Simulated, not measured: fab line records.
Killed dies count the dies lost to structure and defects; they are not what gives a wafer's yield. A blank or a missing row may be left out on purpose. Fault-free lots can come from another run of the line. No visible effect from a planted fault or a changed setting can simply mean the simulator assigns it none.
Split-lot study + flow n5-finfet + 39 wafers read across 7 lots, on a route 1938 steps long

== ABOUT THE SPLIT ==
At N5_FIN_SAQP_HM_DEP_72 (deposits SiO2 from SiH4/N2O, target thk 12 nm, time 7.2 s), the setting target-thk-a was moved away from the recipe's 120 angstrom on 12 of the 39 wafers read, by +4.4% to +9.0%. The other wafers ran this setting at the recipe's value.

== FROM THE SPLIT TO THE READING: what the file shows between them, 6 steps ==
- N5_FIN_SAQP_EXPOSE_13: exposes mask FIN CORE, target cd 35.6 nm (also split here: dose-mj)
- N5_FIN_SAQP_PEB_14: peb time 60 s
- N5_FIN_SAQP_DEVELOP_15: develop time 30 s
- N5_FIN_SAQP_CD_MEAS_16: target cd 35.6 nm
- N5_FIN_SAQP_ETCH_52: etches SOC in N2/H2, target depth 100 nm, overetch 20 nm, time 150 s
- N5_FIN_SAQP_STRIP_53: strips in N2/H2

== THE READING ==
etch.depth-nm (the simulator's own value, which no gauge read), in nm, at N5_FIN_SAQP_HM_OPEN_73 (chemistry CHF3/O2, target SiO2, stops on a-Si, target depth 12 nm, time 16.8 s). There is no usual value for it anywhere in the file. Average 11.96 nm, standard deviation 0.15 nm, over the 27 wafers here run with the recipe.

| wafer  | tool, chamber at the split | target-thk-a as run, angstrom | against the recipe | etch.depth-nm, nm | against lot-mates on the recipe |
|--------|----------------------------|-------------------------------|--------------------|-------------------|---------------------------------|
| L077.1 | pecvd-02, 1                | 120                           | recipe             | 11.75             | -                               |
| L077.2 | pecvd-02, 0                | 120                           | recipe             | 11.65             | -                               |
| L077.3 | pecvd-02, 2                | 120                           | recipe             | 11.96             | -                               |
| L077.4 | pecvd-02, 1                | 120                           | recipe             | 12.01             | -                               |
| L077.5 | pecvd-02, 0                | 120                           | recipe             | 12                | -                               |
| L077.6 | pecvd-02, 2                | 120                           | recipe             | 12.05             | -                               |
| L078.1 | pecvd-02, 0                | 130.8                         | +9.0%              | 13                | +0.96                           |
| L078.2 | pecvd-02, 1                | 130.8                         | +9.0%              | 13.13             | +1.09                           |
| L078.3 | pecvd-02, 2                | 120                           | recipe             | 11.87             | -                               |
| L078.4 | pecvd-02, 0                | 130.8                         | +9.0%              | 13.22             | +1.18                           |
| L078.5 | pecvd-02, 2                | 120                           | recipe             | 12.09             | -                               |
| L078.6 | pecvd-02, 1                | 120                           | recipe             | 12.17             | -                               |
| L091.1 | pecvd-04, 2                | 120                           | recipe             | 11.81             | -                               |
| L091.2 | pecvd-04, 1                | 125.3                         | +4.4%              | 12.21             | +0.34                           |
| L091.3 | pecvd-04, 0                | 120                           | recipe             | 11.73             | -                               |
| L091.4 | pecvd-04, 2                | 125.3                         | +4.4%              | 12.46             | +0.59                           |
| L091.5 | pecvd-04, 1                | 125.3                         | +4.4%              | 12.44             | +0.57                           |
| L091.6 | pecvd-04, 0                | 120                           | recipe             | 12.06             | -                               |
| L092.1 | pecvd-02, 2                | 120                           | recipe             | 11.94             | -                               |
| L092.2 | pecvd-02, 0                | 120                           | recipe             | 11.75             | -                               |
| L092.3 | pecvd-02, 1                | 120                           | recipe             | 12.08             | -                               |
| L092.4 | pecvd-02, 1                | 120                           | recipe             | 12.24             | -                               |
| L092.5 | pecvd-02, 2                | 120                           | recipe             | 12.06             | -                               |
| L092.6 | pecvd-02, 0                | 120                           | recipe             | 12.11             | -                               |
| L093.1 | pecvd-02, 0                | 120                           | recipe             | 11.84             | -                               |
| L093.2 | pecvd-02, 1                | 120                           | recipe             | 12.07             | -                               |
| L093.3 | pecvd-02, 2                | 127.2                         | +6.0%              | 12.6              | +0.58                           |
| L093.4 | pecvd-02, 2                | 127.2                         | +6.0%              | 12.93             | +0.91                           |
| L093.5 | pecvd-02, 1                | 127.2                         | +6.0%              | 12.64             | +0.62                           |
| L093.6 | pecvd-02, 0                | 120                           | recipe             | 12.15             | -                               |
| L094.1 | pecvd-01, 2                | 120                           | recipe             | 12.05             | -                               |
| L094.2 | pecvd-01, 0                | 120                           | recipe             | 11.95             | -                               |
| L094.5 | pecvd-01, 2                | 120                           | recipe             | 12.09             | -                               |
| L095.1 | pecvd-04, 2                | 120                           | recipe             | 11.74             | -                               |
| L095.2 | pecvd-04, 1                | 120                           | recipe             | 11.87             | -                               |
| L095.3 | pecvd-04, 0                | 126                           | +5.0%              | 12.26             | +0.43                           |
| L095.4 | pecvd-04, 0,1              | 126                           | +5.0%              | 12.6              | +0.77                           |
| L095.5 | pecvd-04, 0,1              | 126                           | +5.0%              | 12.6              | +0.77                           |
| L095.6 | pecvd-04, 2                | 120                           | recipe             | 11.89             | -                               |
Rows listing several chambers each stand for several wafers; the file does not say which wafer went through which chamber.

FIT RESULTS
A straight line over all 39 wafers: etch.depth-nm changes by +0.121 nm for each +1% of target-thk-a; r = +0.92; the points scatter about the line by 0.16 nm.
The same after taking each lot's own level away (the mean of its wafers on the recipe; 39 wafers): +0.12 nm for each +1%; r = +0.94; scatter 0.13 nm.
According to that fit, moving target-thk-a by its largest amount changes the reading by 1.1 nm.
The lots' own levels span 11.833 to 12.043 nm, that is 1.4 times the standard deviation above.
Hence the lot-to-lot level has little effect on the slope; both slopes agree.
Check: for one of the wafers moved furthest among these (+9.0%), held out of the fit, the line's prediction against its lot-mates is +1.1 nm. It came out at +0.957 nm against them.

== ADDITIONAL SPLITS CARRIED BY THESE WAFERS ==
These wafers also went through other splits before the reading. Each is held against what the fit with the lots' levels taken away leaves over:
| other split on the same wafers | wafers away from the commonest value | r with etch.depth-nm (lot level and that fit taken away) |
|--------------------------------|--------------------------------------|----------------------------------------------------------|
| N5_FIN_SAQP_EXPOSE_13 dose-mj  | 9                                    | +0.16                                                    |

== THE WHOLE CHAIN: every reading that the file lists as answering this split, in the file's order ==
| step                   | what it does                                                                   | reading                                                                            | change (the file's fit)              | r (the file's) |
|------------------------|--------------------------------------------------------------------------------|------------------------------------------------------------------------------------|--------------------------------------|----------------|
| N5_FIN_SAQP_HM_DEP_72  | deposits SiO2 from SiH4/N2O, target thk 12 nm, time 7.2 s                      | SiO2_of_FIN_SAQP_HM_DEP_72.thk-nm (the simulator's own value, which no gauge read) | +0.12 nm for each +1% of the setting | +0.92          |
| N5_FIN_SAQP_HM_OPEN_73 | chemistry CHF3/O2, target SiO2, stops on a-Si, target depth 12 nm, time 16.8 s | etch.depth-nm (the simulator's own value, which no gauge read)                     | +0.12 nm for each +1% of the setting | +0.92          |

== THE FILE'S OWN FIT ==
etch.depth-nm changes by +0.12 nm for each +1% of target-thk-a, r = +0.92.
